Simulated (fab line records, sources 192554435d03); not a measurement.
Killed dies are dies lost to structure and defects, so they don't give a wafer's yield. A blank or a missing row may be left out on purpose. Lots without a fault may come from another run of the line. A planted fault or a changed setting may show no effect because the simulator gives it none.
Split-lot experiment | flow n5_finfet | 7 lots, 39 wafers read, on a route of 1938 steps

THE SPLIT
At N5_DUMMY_GATE_ETCH_31 (etches SiO2 in C4F6/O2, target depth 82.5 nm, time 27.5 s), the setting target_depth_a was moved away from the recipe's 825 angstrom on 12 of the 39 wafers read, by -12.3% to +5.1%. The other wafers ran this setting at the recipe's value.

The reading is taken at the split's own step.

THE READING
SOC_of_DUMMY_GATE_COAT_34.thk_nm (the simulator's own value, which no gauge read), in nm, at N5_DUMMY_GATE_ETCH_31 (etches SiO2 in C4F6/O2, target depth 82.5 nm, time 27.5 s). The file gives no usual value for it. The 27 wafers here that ran the recipe average 51.8 nm, standard deviation 0.23 nm.

wafer  | tool, chamber at the split | target_depth_a as run, angstrom | against the recipe | SOC_of_DUMMY_GATE_COAT_34.thk_nm, nm | against lot-mates on the recipe
L079.1 | rie_diel-06, 0             | 867.4                           | +5.1%              | 51.4                                 | -0.4
L079.2 | rie_diel-06, 3             | 867.4                           | +5.1%              | 51.2                                 | -0.6
L079.3 | rie_diel-06, 2             | 825                             | recipe             | 51.8                                 | -
L079.4 | rie_diel-06, 1             | 825                             | recipe             | 51.8                                 | -
L079.5 | rie_diel-06, 3             | 825                             | recipe             | 51.8                                 | -
L079.6 | rie_diel-06, 0             | 867.4                           | +5.1%              | 51.2                                 | -0.6
L082.1 | rie_diel-06, 2             | 825                             | recipe             | 51.8                                 | -
L082.2 | rie_diel-06, 1             | 731                             | -11.4%             | 52.8                                 | +0.9
L082.3 | rie_diel-06, 0             | 825                             | recipe             | 52                                   | -
L082.4 | rie_diel-06, 3             | 731                             | -11.4%             | 52.6                                 | +0.7
L082.5 | rie_diel-06, 2             | 825                             | recipe             | 52                                   | -
L082.6 | rie_diel-06, 3             | 731                             | -11.4%             | 52.6                                 | +0.7
L083.1 | rie_diel-02, 2             | 825                             | recipe             | 51.4                                 | -
L083.2 | rie_diel-02, 0             | 825                             | recipe             | 51.6                                 | -
L083.3 | rie_diel-02, 1             | 825                             | recipe             | 51.6                                 | -
L083.4 | rie_diel-02, 1             | 825                             | recipe             | 51.6                                 | -
L083.5 | rie_diel-02, 2             | 825                             | recipe             | 51.6                                 | -
L083.6 | rie_diel-02, 0             | 825                             | recipe             | 51.6                                 | -
L084.1 | rie_diel-01, 1             | 723.5                           | -12.3%             | 52.8                                 | +1.1
L084.2 | rie_diel-01, 2             | 723.5                           | -12.3%             | 52.6                                 | +0.9
L084.3 | rie_diel-01, 3             | 723.5                           | -12.3%             | 52.8                                 | +1.1
L084.4 | rie_diel-01, 0             | 825                             | recipe             | 51.4                                 | -
L084.5 | rie_diel-01, 1             | 825                             | recipe             | 52                                   | -
L084.6 | rie_diel-01, 2             | 825                             | recipe             | 51.6                                 | -
L085.1 | rie_diel-06, 3             | 825                             | recipe             | 51.6                                 | -
L085.2 | rie_diel-06, 0             | 825                             | recipe             | 52.2                                 | -
L085.3 | rie_diel-06, 1             | 862                             | +4.5%              | 51.6                                 | -0.2
L085.4 | rie_diel-06, 1             | 862                             | +4.5%              | 51.2                                 | -0.6
L085.5 | rie_diel-06, 0             | 825                             | recipe             | 51.6                                 | -
L085.6 | rie_diel-06, 3             | 862                             | +4.5%              | 51.6                                 | -0.2
L091.2 | rie_diel-02, 2             | 825                             | recipe             | 52                                   | -
L091.4 | rie_diel-02, 2             | 825                             | recipe             | 51.8                                 | -
L091.5 | rie_diel-02, 3             | 825                             | recipe             | 52                                   | -
L096.1 | rie_diel-01, 0             | 825                             | recipe             | 52                                   | -
L096.2 | rie_diel-01, 2             | 825                             | recipe             | 51.8                                 | -
L096.3 | rie_diel-01, 1             | 825                             | recipe             | 52.2                                 | -
L096.4 | rie_diel-01, 3             | 825                             | recipe             | 52                                   | -
L096.5 | rie_diel-01, 2             | 825                             | recipe             | 52                                   | -
L096.6 | rie_diel-01, 1             | 825                             | recipe             | 52.2                                 | -

THE FIT
A straight line over all 39 wafers: SOC_of_DUMMY_GATE_COAT_34.thk_nm changes by -0.0782 nm for each +1% of target_depth_a; r = -0.88; the points scatter about the line by 0.21 nm.
The same after taking each lot's own level away (the mean of its wafers on the recipe; 39 wafers): -0.0791 nm for each +1%; r = -0.93; scatter 0.16 nm.
On that fit, the largest move of target_depth_a shifts the reading by 0.97 nm.
The lots' own levels span 51.57 to 52.03 nm, that is 2.0 times the standard deviation above.
So the lot-to-lot level changes the slope little: the two slopes agree.
Check: with one of the wafers moved furthest among these (-12.3%) left out of the fit, the line predicts +0.926 nm for it against its lot-mates. It came out at +1.13 nm against them.

OTHER SPLITS ON THESE WAFERS
These wafers also went through other splits before the reading. Each is held against what the fit with the lots' levels taken away leaves over:
other split on the same wafers | wafers away from the commonest value | r with SOC_of_DUMMY_GATE_COAT_34.thk_nm (lot level and that fit taken away)
N5_FIN_CUT_ETCH_21 bias_w      | 15                                   | +0.08

THE WHOLE CHAIN: every reading that the file lists as answering this split, in the file's order
step                  | what it does                                              | reading                                                                           | change (the file's fit)                | r (the file's)
N5_DUMMY_GATE_ETCH_31 | etches SiO2 in C4F6/O2, target depth 82.5 nm, time 27.5 s | etch.depth_nm (the simulator's own value, which no gauge read)                    | +0.83 nm for each +1% of the setting   | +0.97
N5_DUMMY_GATE_ETCH_31 | etches SiO2 in C4F6/O2, target depth 82.5 nm, time 27.5 s | SOC_of_DUMMY_GATE_COAT_34.thk_nm (the simulator's own value, which no gauge read) | -0.0785 nm for each +1% of the setting | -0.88

THE FILE'S OWN FIT
SOC_of_DUMMY_GATE_COAT_34.thk_nm changes by -0.0785 nm for each +1% of target_depth_a, r = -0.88.
